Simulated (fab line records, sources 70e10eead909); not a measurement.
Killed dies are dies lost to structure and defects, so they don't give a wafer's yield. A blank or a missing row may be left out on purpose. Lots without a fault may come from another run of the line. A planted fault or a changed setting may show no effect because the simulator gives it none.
Which tool did it? | flow nand_harc | 14 lots, 40 wafers sampled, at 4 steps of a route of 1302

WHAT THE GAUGES READ, wafer by wafer
NHARC_A_SOURCE_PLATE_INSPECT_08. Usual: raw_defect_count 59, standard deviation 24.
lot  | measured     | on                | raw_defect_count | flag
L562 | day 7 22:52  | defect_inspect-02 | 44 57 31         |
L563 | day 8 01:52  | defect_inspect-01 | 88 84 103        |
L564 | day 8 09:22  | defect_inspect-02 | 87 76 77         |
L565 | day 9 00:06  | defect_inspect-01 | 48 77 80         |
L566 | day 9 08:11  | defect_inspect-02 | 39 43 40         |
L571 | day 11 13:49 | defect_inspect-01 | 37 40            |
L574 | day 12 16:41 | defect_inspect-02 | 70 99 96         |
L573 | day 12 16:41 | defect_inspect-01 | 86 35            |
L577 | day 14 11:34 | defect_inspect-01 | 91 49 54         |
L579 | day 14 18:16 | defect_inspect-01 | 47 65 48         |
L581 | day 15 16:39 | defect_inspect-02 | 62 57 62         |
L582 | day 16 02:10 | defect_inspect-01 | 68 34 94         |
L584 | day 16 22:04 | defect_inspect-02 | 63 60 89         |
L583 | day 16 22:04 | defect_inspect-02 | 41 35 37         |

NHARC_A_ONON_D1_THK_MEAS_02: measures by ellipsometry. Usual: thk_nm 1000 nm, standard deviation 8.8.
lot  | measured     | on            | thk_nm (nm)    | flag
L562 | day 7 23:27  | film_metro-01 | 994 993 994    |
L563 | day 8 02:26  | film_metro-01 | 1003 1003 1005 |
L564 | day 8 09:57  | film_metro-02 | 1002 1002 1003 |
L565 | day 9 00:40  | film_metro-01 | 991 991 993    |
L566 | day 9 08:46  | film_metro-02 | 1004 1006 1008 |
L571 | day 11 14:23 | film_metro-01 | 1019 1021      |
L574 | day 12 17:16 | film_metro-01 | 989 988 988    |
L573 | day 12 17:16 | film_metro-02 | 991 990        |
L577 | day 14 12:08 | film_metro-01 | 1009 1007 1009 |
L579 | day 14 18:51 | film_metro-02 | 1010 1010 1012 |
L581 | day 15 17:13 | film_metro-01 | 984 983 984    |
L582 | day 16 02:44 | film_metro-01 | 1000 1000 998  |
L584 | day 16 22:38 | film_metro-01 | 997 997 995    |
L583 | day 16 22:39 | film_metro-01 | 997 997 998    |

NHARC_A_ONON_D1_THK_MEAS_11: measures by ellipsometry. Usual: thk_nm 1000 nm, standard deviation 8.8.
lot  | measured     | on            | thk_nm (nm)    | flag
L562 | day 8 01:08  | film_metro-02 | 991 991 991    |
L563 | day 8 04:08  | film_metro-02 | 996 995 997    |
L564 | day 8 11:47  | film_metro-02 | 990 990 991    |
L565 | day 9 02:23  | film_metro-02 | 994 993 994    |
L566 | day 9 10:28  | film_metro-02 | 1006 1006 1006 |
L571 | day 11 16:05 | film_metro-01 | 987 936        | OFF
L574 | day 12 18:58 | film_metro-02 | 998 997 996    |
L573 | day 12 19:05 | film_metro-01 | 941 940        | OFF
L577 | day 14 13:51 | film_metro-02 | 1023 1021 1022 |
L579 | day 14 20:32 | film_metro-02 | 1009 1012 1012 |
L581 | day 15 18:55 | film_metro-01 | 993 992 991    |
L582 | day 16 04:26 | film_metro-01 | 1012 1012 1013 |
L584 | day 17 00:20 | film_metro-01 | 999 998 997    |
L583 | day 17 00:21 | film_metro-01 | 1007 1004 1005 |

WHICH TOOL RAN EACH LOT (tool, then ch and the chambers of the sampled wafers, then the start)
lot  | NHARC_A_ONON_D1_DEP_09
L562 | pecvd_onon-01 ch 0, day 8 00:38
L563 | pecvd_onon-03 ch 0, day 8 03:37
L564 | pecvd_onon-03 ch 0, day 8 11:17
L565 | pecvd_onon-01 ch 0, day 9 01:56
L566 | pecvd_onon-01 ch 0, day 9 10:01
L571 | pecvd_onon-03 ch 0, day 11 15:38
L574 | pecvd_onon-01 ch 0, day 12 18:34
L573 | pecvd_onon-03 ch 0, day 12 18:41
L577 | pecvd_onon-04 ch 0, day 14 13:23
L579 | pecvd_onon-01 ch 0, day 14 20:02
L581 | pecvd_onon-01 ch 0, day 15 18:25
L582 | pecvd_onon-01 ch 0, day 16 03:59
L584 | pecvd_onon-04 ch 0, day 16 23:50
L583 | pecvd_onon-01 ch 0, day 16 23:50
- NHARC_A_ONON_D1_DEP_09: target thk 1000 nm.

WHAT THE TOOLS THEMSELVES READ (means of the sampled wafers that have a number; where no wafer has one, the mark that the record gives instead)
NHARC_A_ONON_D1_DEP_09. Usual: n2o_flow_sccm 1999 sccm, standard deviation 6.1.
lot  | tool          | n2o_flow_sccm (sccm) | flag
L562 | pecvd_onon-01 | 1998                 |
L563 | pecvd_onon-03 | 1995                 |
L564 | pecvd_onon-03 | 1995                 |
L565 | pecvd_onon-01 | 2003                 |
L566 | pecvd_onon-01 | 1999                 |
L571 | pecvd_onon-03 | 1994                 |
L574 | pecvd_onon-01 | 1999                 |
L573 | pecvd_onon-03 | 2000                 |
L577 | pecvd_onon-04 | 1998                 |
L579 | pecvd_onon-01 | 1999                 |
L581 | pecvd_onon-01 | 1999                 |
L582 | pecvd_onon-01 | 2005                 |
L584 | pecvd_onon-04 | 1998                 |
L583 | pecvd_onon-01 | 1994                 |

THE ANSWER, worked out from the rows above alone
Rule: a lot is off if the mean of its wafers that have a number lies more than 3 standard deviations from the usual mean. A lot without any number at a reading at which 4 lots or more have one is off too. The other lots that the step has rows for count as sound. The gauges are gone through in route order, then the tools' own readings, and for those a lot's mean is taken as printed above. The first step at which some lot is off is used, and at that step the reading that is off furthest; a lot without a number counts as furthest.
Off: L571, L573, at NHARC_A_ONON_D1_THK_MEAS_11 (thk_nm).
A tool fits if, at a process step before that reading, it ran every lot that is off, and no sound lot after the first of them. The gauges at NHARC_A_ONON_D1_THK_MEAS_11 are tried like those tools. One fits: pecvd_onon-03 at NHARC_A_ONON_D1_DEP_09. Its last sound lot is L564 (day 8 11:17), its first lot that is off L571 (day 11 15:38): a fault that began between those two fits.

WHAT THE SIMULATOR HAD PUT IN
Process parameter drift: pecvd_onon-03, from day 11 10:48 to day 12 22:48, at NHARC_A_ONON_D1_DEP_09. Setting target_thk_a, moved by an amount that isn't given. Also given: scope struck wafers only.
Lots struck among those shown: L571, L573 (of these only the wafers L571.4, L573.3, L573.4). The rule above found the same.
